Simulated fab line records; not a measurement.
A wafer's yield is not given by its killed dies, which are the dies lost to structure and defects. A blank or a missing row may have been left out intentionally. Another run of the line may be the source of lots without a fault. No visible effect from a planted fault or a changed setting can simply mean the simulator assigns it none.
Tool commonality check :: flow n5 finfet :: 8 lots and 24 wafers in the sample

WHAT PROMPTED THE OPENING
On 3 of the 8 lots, a flag is raised at N5_BEOL_M12_OCD_MEAS_35 on the reading trench depth nm. Wafers without a fault read 318 nm, standard deviation 4.1.
Rule: a lot is flagged in two cases, either no wafer of it has a number, or all its wafers with numbers fall more than 4 standard deviations from that mean. The rest of the lots are taken to be sound.

lot: L619
measured: day 12 19:04
on: ocd-01
trench depth nm (nm), wafer by wafer: 322 311 319
flag: 

lot: L623
measured: day 13 19:36
on: ocd-01
trench depth nm (nm), wafer by wafer: 320 314 314
flag: 

lot: L627
measured: day 14 22:44
on: ocd-01
trench depth nm (nm), wafer by wafer: 0 0 0
flag: FLAGGED

lot: L628
measured: day 15 04:39
on: ocd-01
trench depth nm (nm), wafer by wafer: 0 0 0
flag: FLAGGED

lot: L630
measured: day 15 17:36
on: ocd-01
trench depth nm (nm), wafer by wafer: 0 0 0
flag: FLAGGED

lot: L633
measured: day 16 18:15
on: ocd-02
trench depth nm (nm), wafer by wafer: 317 316 320
flag: 

lot: L636
measured: day 16 22:10
on: ocd-02
trench depth nm (nm), wafer by wafer: 322 313 319
flag: 

lot: L637
measured: day 16 22:37
on: ocd-01
trench depth nm (nm), wafer by wafer: 311 318 310
flag: 
On average the flagged lots' numbers are 0 nm, which is -318 nm against the usual, or -78 standard deviations.

WHICH TOOL EACH LOT WENT THROUGH
2 process steps preceding the reading are held in the record, out of 1938 steps in the route. Read each cell as the tool, then ch plus the chambers that the sampled wafers visited, then the start.
lot: L619
flag: 
N5_BEOL_M12_VIA_ETCH_16: rie diel-03 ch 0,1,2, day 12 17:36
N5_BEOL_M12_TRENCH_ETCH_34: rie diel-01 ch 1,2,3, day 12 18:55

lot: L623
flag: 
N5_BEOL_M12_VIA_ETCH_16: rie diel-04 ch 0,1,2, day 13 17:46
N5_BEOL_M12_TRENCH_ETCH_34: rie diel-04 ch 0,2,3, day 13 19:27

lot: L627
flag: FLAGGED
N5_BEOL_M12_VIA_ETCH_16: rie diel-01 ch 0,2,3, day 14 21:16
N5_BEOL_M12_TRENCH_ETCH_34: rie diel-04 ch 0,1,2, day 14 22:34

lot: L628
flag: FLAGGED
N5_BEOL_M12_VIA_ETCH_16: rie diel-04 ch 0,2, day 15 03:04
N5_BEOL_M12_TRENCH_ETCH_34: rie diel-04 ch 0,2,3, day 15 04:30

lot: L630
flag: FLAGGED
N5_BEOL_M12_VIA_ETCH_16: rie diel-03 ch 1,2,3, day 15 16:14
N5_BEOL_M12_TRENCH_ETCH_34: rie diel-01 ch 0,2,3, day 15 17:27

lot: L633
flag: 
N5_BEOL_M12_VIA_ETCH_16: rie diel-01 ch 0,2,3, day 16 16:30
N5_BEOL_M12_TRENCH_ETCH_34: rie diel-04 ch 0,3, day 16 18:05

lot: L636
flag: 
N5_BEOL_M12_VIA_ETCH_16: rie diel-04 ch 1,3, day 16 20:43
N5_BEOL_M12_TRENCH_ETCH_34: rie diel-04 ch 0,3, day 16 22:01

lot: L637
flag: 
N5_BEOL_M12_VIA_ETCH_16: rie diel-03 ch 0,3, day 16 21:01
N5_BEOL_M12_TRENCH_ETCH_34: rie diel-01 ch 0,3, day 16 22:28
What these steps do:
- N5_BEOL_M12_VIA_ETCH_16: etches SiOC in C4F8/O2/Ar, target depth 724.8 nm.
- N5_BEOL_M12_TRENCH_ETCH_34: etches SiOC in C4F8/O2/Ar, target depth 318.95 nm, time 125.5 s.
- N5_BEOL_M12_OCD_MEAS_35

FLAGGED AGAINST TOTAL, ONE TOOL AT A TIME (gauges that did the reading follow at the end)
step: N5_BEOL_M12_VIA_ETCH_16
tool: rie diel-01
lots run: 2
flagged: 1
share of the flagged lots: some
sound lots run after its first flagged lot: 1 (L633)

step: N5_BEOL_M12_VIA_ETCH_16
tool: rie diel-03
lots run: 3
flagged: 1
share of the flagged lots: some
sound lots run after its first flagged lot: 1 (L637)

step: N5_BEOL_M12_VIA_ETCH_16
tool: rie diel-04
lots run: 3
flagged: 1
share of the flagged lots: some
sound lots run after its first flagged lot: 1 (L636)

step: N5_BEOL_M12_TRENCH_ETCH_34
tool: rie diel-01
lots run: 3
flagged: 1
share of the flagged lots: some
sound lots run after its first flagged lot: 1 (L637)

step: N5_BEOL_M12_TRENCH_ETCH_34
tool: rie diel-04
lots run: 5
flagged: 2
share of the flagged lots: some
sound lots run after its first flagged lot: 2 (L633,L636)

step: N5_BEOL_M12_OCD_MEAS_35
tool: ocd-01
lots run: 6
flagged: 3
share of the flagged lots: all
sound lots run after its first flagged lot: 1 (L637)

step: N5_BEOL_M12_OCD_MEAS_35
tool: ocd-02
lots run: 2
flagged: 0
share of the flagged lots: none
sound lots run after its first flagged lot: -

THE TABLE: WHAT IT ALLOWS
All flagged lots share 1 row of the table, namely ocd-01 at N5_BEOL_M12_OCD_MEAS_35.
- ocd-01 at N5_BEOL_M12_OCD_MEAS_35 ran 6 lots, 3 of them flagged. Sound lots ran on it after the first flagged one (L637), which a lasting fault on the whole tool wouldn't allow.
Every row of the table either missed a flagged lot or ran a sound lot after the first.

WHAT THE SIMULATOR HAD INSERTED
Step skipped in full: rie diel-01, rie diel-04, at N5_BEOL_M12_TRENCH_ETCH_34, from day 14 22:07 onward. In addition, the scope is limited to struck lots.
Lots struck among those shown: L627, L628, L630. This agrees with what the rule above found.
